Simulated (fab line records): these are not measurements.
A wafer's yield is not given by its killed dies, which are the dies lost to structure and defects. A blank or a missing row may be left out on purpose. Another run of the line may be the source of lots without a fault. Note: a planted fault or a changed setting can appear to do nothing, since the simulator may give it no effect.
Split-lot trial ; flow n5 finfet ; route with 1938 steps; 7 lots, 21 wafers read

ON THE SPLIT
At N5_BEOL_M6_EXPOSE_25 (exposes mask V5, target cd 40 nm), the setting dose mj was moved away from the recipe's 45 on 11 of the 21 wafers read, by -6.8% to +3.0%. The other wafers ran this setting at the recipe's value.

FROM THE SPLIT TO THE READING: what the file shows between them, 2 steps
- N5_BEOL_M6_PEB_26: peb time 60 s
- N5_BEOL_M6_DEVELOP_27: develop time 30 s

THE READING
cd nm at N5_BEOL_M6_CD_MEAS_28, given in nm (cd target 40 nm). Fault-free wafers of this fab line usually give 39.95 nm, standard deviation 0.22 nm.

wafer;tool, chamber at the split;dose mj as run;against the recipe;cd nm, nm;against lot-mates on the recipe
L074.1;euv scanner-02, 0;46.36;+3.0%;40.63;no lot-mate on the recipe
L074.3;euv scanner-02, 0;46.36;+3.0%;40.39;no lot-mate on the recipe
L074.4;euv scanner-02, 0;46.36;+3.0%;40.89;no lot-mate on the recipe
L076.1;euv scanner-02, 0;45;recipe;39.90;-
L076.2;euv scanner-02, 0;45;recipe;39.86;-
L076.5;euv scanner-02, 0;45;recipe;40.05;-
L077.1;euv scanner-01, 0;42.86;-4.8%;38.75;no lot-mate on the recipe
L077.4;euv scanner-01, 0;42.86;-4.8%;38.82;no lot-mate on the recipe
L077.5;euv scanner-01, 0;42.86;-4.8%;38.81;no lot-mate on the recipe
L079.2;euv scanner-01, 0;42.31;-6.0%;38.50;no lot-mate on the recipe
L079.3;euv scanner-01, 0;42.31;-6.0%;38.63;no lot-mate on the recipe
L079.6;euv scanner-01, 0;42.31;-6.0%;38.40;no lot-mate on the recipe
L084.1;euv scanner-01, 0;45;recipe;39.82;-
L084.3;euv scanner-01, 0;45;recipe;39.99;-
L084.4;euv scanner-01, 0;42.69;-5.1%;38.88;-1.02
L090.1;euv scanner-02, 0;45;recipe;39.58;-
L090.2;euv scanner-02, 0;41.96;-6.8%;38.41;-1.42
L090.6;euv scanner-02, 0;45;recipe;40.08;-
L091.1;euv scanner-02, 0;45;recipe;40.38;-
L091.3;euv scanner-02, 0;45;recipe;40.36;-
L091.6;euv scanner-02, 0;45;recipe;39.98;-

THE FIT
A straight line over all 21 wafers: cd nm changes by +0.238 nm for each +1% of dose mj; r = +0.97; the points scatter about the line by 0.2 nm.
The same after taking each lot's own level away (the mean of its wafers on the recipe; 12 wafers): +0.206 nm for each +1%; r = +0.95; scatter 0.16 nm.
According to that fit, moving dose mj by its largest amount changes the reading by 1.4 nm.
The span of the lots' own levels, 39.830 to 40.240 nm, comes to 1.9 times the standard deviation stated above.
Thus the slope moves with the lot-to-lot level: the two fits are different.
Check: with one of the wafers moved furthest among these (-6.8%) left out of the fit, the line predicts -1.35 nm for it against its lot-mates. Against them it came out at -1.42 nm.

THE OTHER SPLITS THESE WAFERS WENT THROUGH
Note: prior to the reading, these wafers also went through further splits. Each is held against what the fit with the lots' levels taken away leaves over:
other split on the same wafers;wafers away from the commonest value;r with cd nm (lot level and that fit taken away)
N5_BEOL_M5_EXPOSE_08 dose mj;11;-0.10
N5_BEOL_M6_COAT_22 spin rpm;5;-0.15

THE WHOLE CHAIN: every reading that the file lists as answering this split, in the file's order
step;what it does;reading;change (the file's fit);r (the file's)
N5_BEOL_M6_CD_MEAS_28;target cd 40 nm;cd nm;+0.207 nm for each +1% of the setting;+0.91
N5_BEOL_M6_DESCUM_33;chemistry O2, time 7 s;BEOL_M6.cd nm (the simulator's own value, which no gauge read);+0.262 nm for each +1% of the setting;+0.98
N5_BEOL_M6_ETCH_65;etches SiARC in CF4, target depth 15.6 nm, time 26 s;BEOL_M6.cd nm (the simulator's own value, which no gauge read);+0.269 nm for each +1% of the setting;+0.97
N5_BEOL_M6_ETCH_66;etches SOC in N2/H2, target depth 80 nm, overetch 16 nm, time 120 s;BEOL_M6.cd nm (the simulator's own value, which no gauge read);+0.243 nm for each +1% of the setting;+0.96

FILE'S OWN FIT
cd nm changes by +0.207 nm for each +1% of dose mj, r = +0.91.
